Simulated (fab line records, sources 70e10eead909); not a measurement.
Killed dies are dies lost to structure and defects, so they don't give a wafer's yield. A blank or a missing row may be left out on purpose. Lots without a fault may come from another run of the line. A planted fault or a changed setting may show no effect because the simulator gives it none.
Problem report in the 8D (eight disciplines) form, filled by code | flow nand_harc | the parts of the form that need people (team, actions taken, sign-off) are left out

1. THE PROBLEM
heater_power_total_W at NHARC_A_CONTACT_SOFTBAKE_37 reads a mean of 199.63 W on 6 wafers of 2 lots; wafers without a fault read 188.47 W with a standard deviation of 0.13. That is +86 standard deviations from the usual mean.
The step: time 55 s.
First seen on wafer L187.4, day 29 13:00, on litho_track-06. The record holds 36 wafers of 12 lots with a number at this step. Rule for "out", or "out of limits": more than 4 standard deviations from the usual mean. The other wafers with a number count as sound.

2. WHAT IT IS AND WHAT IT IS NOT
question                    | is                     | is not
which readings at this step | heater_power_total_W   | -
which lots                  | L187, L191             | L169, L170, L172, L173, L176, L177, L178, L179, L180, L192
which wafers of those lots  | all that have a number | -
read on which tools         | litho_track-06         | litho_track-01, litho_track-04
when                        | from day 29 13:00      | up to then (27 sound wafers); but 3 sound wafers of L192 came after

3. SUSPECTS, AND WHAT RULES EACH OUT
Counting: a tool at a process step up to the reading stays a suspect if it ran every lot that is out and no sound lot after the first of them.
- pecvd-04 at NHARC_A_CONTACT_DEP_24 (deposits SiO2, target thk 500 nm): kept. It ran every lot that is out, first L187 (day 29 08:39), and no sound lot after that; its last sound lot up to then is L178 (day 25 06:30).
- litho_track-06 at NHARC_A_CONTACT_SOFTBAKE_37 (time 55 s): kept. It ran every lot that is out, first L187 (day 29 13:00), and no sound lot after that; its last sound lot up to then is L180 (day 26 10:00). Its own readings are out on those wafers: heater_power_total_W.
Left after counting: pecvd-04 at NHARC_A_CONTACT_DEP_24, litho_track-06 at NHARC_A_CONTACT_SOFTBAKE_37.

4. THE CAUSE (what the simulator had put in)
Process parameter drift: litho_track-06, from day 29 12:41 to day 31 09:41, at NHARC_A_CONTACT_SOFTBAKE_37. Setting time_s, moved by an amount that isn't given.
Counting left 2 suspects, and this tool is among them.

5. THE CHAIN OF EFFECTS, in route order
Each row: a reading whose mean over the struck wafers that have a number lies more than 3 standard deviations from the usual. Only readings for which the record gives a usual standard deviation are gone through. hours: the time from each lot's start at the first step in this table that gives one to its start at this step, as a median over the lots. sigmas: the change in usual standard deviations.
hours | step                        | reading              | usual    | on struck wafers | change | sigmas
0     | NHARC_A_CONTACT_SOFTBAKE_37 | heater_power_total_W | 188.47 W | 199.63           | +11.16 | +86
The process steps in it:
- NHARC_A_CONTACT_SOFTBAKE_37: time 55 s.
Readings that are blank on the struck wafers while sound wafers have them: plate_temp_C at NHARC_A_CONTACT_SOFTBAKE_37.

6. WHAT WOULD HAVE CAUGHT IT SOONER
In this record the first reading out of limits was taken at day 29 13:00, 0 hours after the fault began at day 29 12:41.
